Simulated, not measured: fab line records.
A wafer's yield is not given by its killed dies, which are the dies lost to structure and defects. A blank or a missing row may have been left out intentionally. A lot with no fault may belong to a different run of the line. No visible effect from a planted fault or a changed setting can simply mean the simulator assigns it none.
Matching of chambers || flow n5-finfet || 4 sister chambers for N5_BEOL_M13_ETCH_67 on rie-diel-04
The step etches SiARC in CF4, target depth 143 nm, time 238.3 s. 14 wafers are shown with their chamber, then 7 later ones without.

WAFERS WITH THEIR CHAMBER
{"wafer": "L175.1", "chamber": 2, "showerhead-plenum-p-Torr (Torr)": 2.19, "drypump-motor-current-A (A)": 5.0, "etch-rf-on-time-s (s)": 233}
{"wafer": "L175.4", "chamber": 3, "showerhead-plenum-p-Torr (Torr)": 2.10, "drypump-motor-current-A (A)": 5.4, "etch-rf-on-time-s (s)": 242}
{"wafer": "L175.6", "chamber": 2, "showerhead-plenum-p-Torr (Torr)": 2.19, "drypump-motor-current-A (A)": 5.0, "etch-rf-on-time-s (s)": 235}
{"wafer": "L180.1", "chamber": 0, "showerhead-plenum-p-Torr (Torr)": 2.22, "drypump-motor-current-A (A)": 5.4, "etch-rf-on-time-s (s)": 239}
{"wafer": "L180.4", "chamber": 1, "showerhead-plenum-p-Torr (Torr)": 2.23, "drypump-motor-current-A (A)": 5.0, "etch-rf-on-time-s (s)": 256}
{"wafer": "L180.6", "chamber": 1, "showerhead-plenum-p-Torr (Torr)": 2.23, "drypump-motor-current-A (A)": 5.0, "etch-rf-on-time-s (s)": 258}
{"wafer": "L183.3", "chamber": 3, "showerhead-plenum-p-Torr (Torr)": 2.10, "drypump-motor-current-A (A)": 5.4, "etch-rf-on-time-s (s)": 242}
{"wafer": "L183.4", "chamber": 1, "showerhead-plenum-p-Torr (Torr)": 2.23, "drypump-motor-current-A (A)": 5.0, "etch-rf-on-time-s (s)": 258}
{"wafer": "L183.6", "chamber": 1, "showerhead-plenum-p-Torr (Torr)": 2.23, "drypump-motor-current-A (A)": 5.0, "etch-rf-on-time-s (s)": 256}
{"wafer": "L182.3", "chamber": 0, "showerhead-plenum-p-Torr (Torr)": 2.22, "drypump-motor-current-A (A)": 5.4, "etch-rf-on-time-s (s)": 236}
{"wafer": "L182.4", "chamber": 1, "showerhead-plenum-p-Torr (Torr)": 2.23, "drypump-motor-current-A (A)": 5.0, "etch-rf-on-time-s (s)": 254}
{"wafer": "L182.6", "chamber": 1, "showerhead-plenum-p-Torr (Torr)": 2.23, "drypump-motor-current-A (A)": 5.0, "etch-rf-on-time-s (s)": 252}
{"wafer": "L184.2", "chamber": 1, "showerhead-plenum-p-Torr (Torr)": 2.23, "drypump-motor-current-A (A)": 5.0, "etch-rf-on-time-s (s)": 254}
{"wafer": "L184.5", "chamber": 2, "showerhead-plenum-p-Torr (Torr)": 2.18, "drypump-motor-current-A (A)": 4.9, "etch-rf-on-time-s (s)": 233}

SIGNATURES (means of the wafers above)
{"reading": "showerhead-plenum-p-Torr", "chamber 0": 2.2200, "chamber 1": 2.2300, "chamber 2": 2.1867, "chamber 3": 2.1000, "scatter within a chamber": 0.00258}
{"reading": "drypump-motor-current-A", "chamber 0": 5.400, "chamber 1": 5.000, "chamber 2": 4.967, "chamber 3": 5.400, "scatter within a chamber": 0.0258}
{"reading": "etch-rf-on-time-s", "chamber 0": 237.50, "chamber 1": 255.43, "chamber 2": 233.67, "chamber 3": 242.00, "scatter within a chamber": 1.92}
Rule: a wafer lies at a distance from a chamber equal to the root of the sum of squares, over the readings, of (its reading less the chamber's mean, divided by the reading's scatter). The wafer belongs to the nearest chamber; if the next one is less than 2 further off, it can't be placed. The scatter: take each reading less its chamber's mean, square it, sum over the shown wafers, divide by the number of wafers less the number of chambers, and take the root.

WAFERS WITH NO CHAMBER GIVEN
{"wafer": "L184.6", "showerhead-plenum-p-Torr (Torr)": 2.10, "drypump-motor-current-A (A)": 5.4, "etch-rf-on-time-s (s)": 239}
{"wafer": "L194.2", "showerhead-plenum-p-Torr (Torr)": 2.18, "drypump-motor-current-A (A)": 5.0, "etch-rf-on-time-s (s)": 234}
{"wafer": "L194.4", "showerhead-plenum-p-Torr (Torr)": 2.18, "drypump-motor-current-A (A)": 5.0, "etch-rf-on-time-s (s)": 235}
{"wafer": "L194.6", "showerhead-plenum-p-Torr (Torr)": 2.21, "drypump-motor-current-A (A)": 5.5, "etch-rf-on-time-s (s)": 237}
{"wafer": "L195.4", "showerhead-plenum-p-Torr (Torr)": 2.22, "drypump-motor-current-A (A)": 5.0, "etch-rf-on-time-s (s)": 256}
{"wafer": "L195.5", "showerhead-plenum-p-Torr (Torr)": 2.09, "drypump-motor-current-A (A)": 5.4, "etch-rf-on-time-s (s)": 239}
{"wafer": "L195.6", "showerhead-plenum-p-Torr (Torr)": 2.18, "drypump-motor-current-A (A)": 4.9, "etch-rf-on-time-s (s)": 238}

WHICH CHAMBER EACH WENT THROUGH
{"wafer": "L184.6", "from the rows above": 3, "in truth": 3}
{"wafer": "L194.2", "from the rows above": 2, "in truth": 2}
{"wafer": "L194.4", "from the rows above": 2, "in truth": 2}
{"wafer": "L194.6", "from the rows above": 0, "in truth": 0}
{"wafer": "L195.4", "from the rows above": 1, "in truth": 1}
{"wafer": "L195.5", "from the rows above": 3, "in truth": 3}
{"wafer": "L195.6", "from the rows above": 2, "in truth": 2}
Correct placement for 7 of the 7. Left unplaced by these rows: 0. Number placed wrongly: 0.
